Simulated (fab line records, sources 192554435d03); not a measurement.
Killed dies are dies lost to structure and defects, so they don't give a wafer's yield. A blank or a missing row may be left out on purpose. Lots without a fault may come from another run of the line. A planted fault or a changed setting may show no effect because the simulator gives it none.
Chamber matching | flow n5_finfet | N5_MOL_CONTACT_COAG_ALD_123 on ald_sin-02: 4 sister chambers
The step deposits SiNx, target thk 5 nm, pulse time 1 s, purge time 2 s. 20 wafers are shown with their chamber, then 10 later ones without.

WAFERS WITH THEIR CHAMBER
wafer  | chamber | heater_power_w (W) | precursor_pulse_height_rel
L076.1 | 2       | 702                | 1.011
L076.2 | 1       | 824                | 1.007
L076.4 | 0       | 741                | 1.008
L078.2 | 2       | 711                | 0.998
L078.3 | 0       | 741                | 1.012
L078.6 | 1       | 795                | 0.994
L087.1 | 0       | 738                | 1.005
L087.2 | 1       | 817                | 0.987
L087.3 | 3       | 937                | 1.009
L089.4 | 0       | 782                | 1.006
L089.5 | 3       | 955                | 1.001
L089.6 | 2       | 712                | 0.984
L090.1 | 2       | 706                | 1.002
L090.2 | 0       | 741                | 1.009
L090.3 | 1       | 821                | 1.031
L092.1 | 3       | 937                | 1.036
L092.4 | 2       | 727                | 1.006
L092.5 | 3       | 978                | 0.945
L094.2 | 0       | 758                | 1.006
L094.3 | 2       | 708                | 0.981

SIGNATURES (means of the wafers above)
reading                    | chamber 0 | chamber 1 | chamber 2 | chamber 3 | scatter within a chamber
heater_power_w             | 750.17    | 814.25    | 711.00    | 951.75    | 14.8
precursor_pulse_height_rel | 1.00767   | 1.00475   | 0.99700   | 0.99775   | 0.0198
Rule: a wafer's distance from a chamber is the root of the sum, over the readings, of the square of ((its reading less the chamber's mean) divided by the reading's scatter). The wafer belongs to the nearest chamber; if the next one is less than 2 further off, it can't be placed. The scatter: the root of (the sum of the squares of (reading less its chamber's mean) over the shown wafers, divided by (wafers less chambers)).

WAFERS WITHOUT THEIR CHAMBER
wafer  | heater_power_w (W) | precursor_pulse_height_rel
L094.6 | 981                | 1.027
L095.2 | 770                | 1.065
L095.4 | 940                | 1.008
L095.5 | 968                | 0.951
L097.2 | 694                | 1.036
L097.3 | 765                | 1.014
L097.5 | 971                | 1.008
L096.3 | 968                | 0.982
L096.4 | 716                | 0.976
L096.6 | 967                | 1.011

WHICH CHAMBER EACH WENT THROUGH
wafer  | from the rows above     | in truth
L094.6 | 3                       | 3
L095.2 | can't be placed: 0 or 1 | 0
L095.4 | 3                       | 3
L095.5 | 3                       | 3
L097.2 | can't be placed: 2 or 0 | 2
L097.3 | 0                       | 0
L097.5 | 3                       | 3
L096.3 | 3                       | 3
L096.4 | can't be placed: 2 or 0 | 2
L096.6 | 3                       | 3
Placed correctly: 7 of 10. Can't be placed from these rows: 3 (the true chamber is among the candidates in 3). Placed wrongly: 0.
